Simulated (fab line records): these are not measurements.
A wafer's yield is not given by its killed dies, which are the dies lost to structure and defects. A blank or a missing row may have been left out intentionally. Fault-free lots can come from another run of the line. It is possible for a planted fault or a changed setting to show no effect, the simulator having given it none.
Chamber matching / flow nand harc / 3 sister chambers for NHARC_A_STAIRCASE_DEP_259 on pecvd-01
The step deposits SiON, target thk 30 nm. 6 wafers are shown with their chamber, then 9 later ones without.

== EACH WAFER AND ITS CHAMBER ==
wafer=L085.1; chamber=0; heater power w (W)=632
wafer=L085.3; chamber=2; heater power w (W)=745
wafer=L085.4; chamber=1; heater power w (W)=831
wafer=L089.1; chamber=1; heater power w (W)=831
wafer=L089.4; chamber=0; heater power w (W)=690
wafer=L089.5; chamber=2; heater power w (W)=818

== WAFERS MISSING THEIR CHAMBER ==
wafer=L091.1; heater power w (W)=658
wafer=L091.3; heater power w (W)=878
wafer=L091.5; heater power w (W)=844
wafer=L092.1; heater power w (W)=752
wafer=L092.2; heater power w (W)=843
wafer=L092.4; heater power w (W)=583
wafer=L096.1; heater power w (W)=588
wafer=L096.4; heater power w (W)=765
wafer=L096.5; heater power w (W)=744

== EACH ONE'S CHAMBER ==
wafer=L091.1; from the rows above=0; in truth=0
wafer=L091.3; from the rows above=can't be placed: 1 or 2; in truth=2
wafer=L091.5; from the rows above=can't be placed: 1 or 2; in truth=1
wafer=L092.1; from the rows above=can't be placed: 2 or 1 or 0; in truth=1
wafer=L092.2; from the rows above=can't be placed: 1 or 2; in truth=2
wafer=L092.4; from the rows above=0; in truth=0
wafer=L096.1; from the rows above=0; in truth=0
wafer=L096.4; from the rows above=can't be placed: 2 or 1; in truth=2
wafer=L096.5; from the rows above=can't be placed: 2 or 0 or 1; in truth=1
Correct placement for 3 of the 9. Not placeable from these rows: 6 (in 6, the candidates include the true chamber). 0 placed wrongly.
How it was worked out, from the rows above alone: a wafer's distance from a chamber is the root of the sum, over the readings, of the square of ((its reading less the chamber's mean) divided by the reading's scatter). If the next closest chamber is less than 2 further off than the closest, the wafer can't be placed; otherwise it belongs to the closest. The mean given for a chamber averages the wafers shown for that chamber. The scatter: the root of (the sum of the squares of (reading less its chamber's mean) over the shown wafers, divided by (wafers less chambers)).
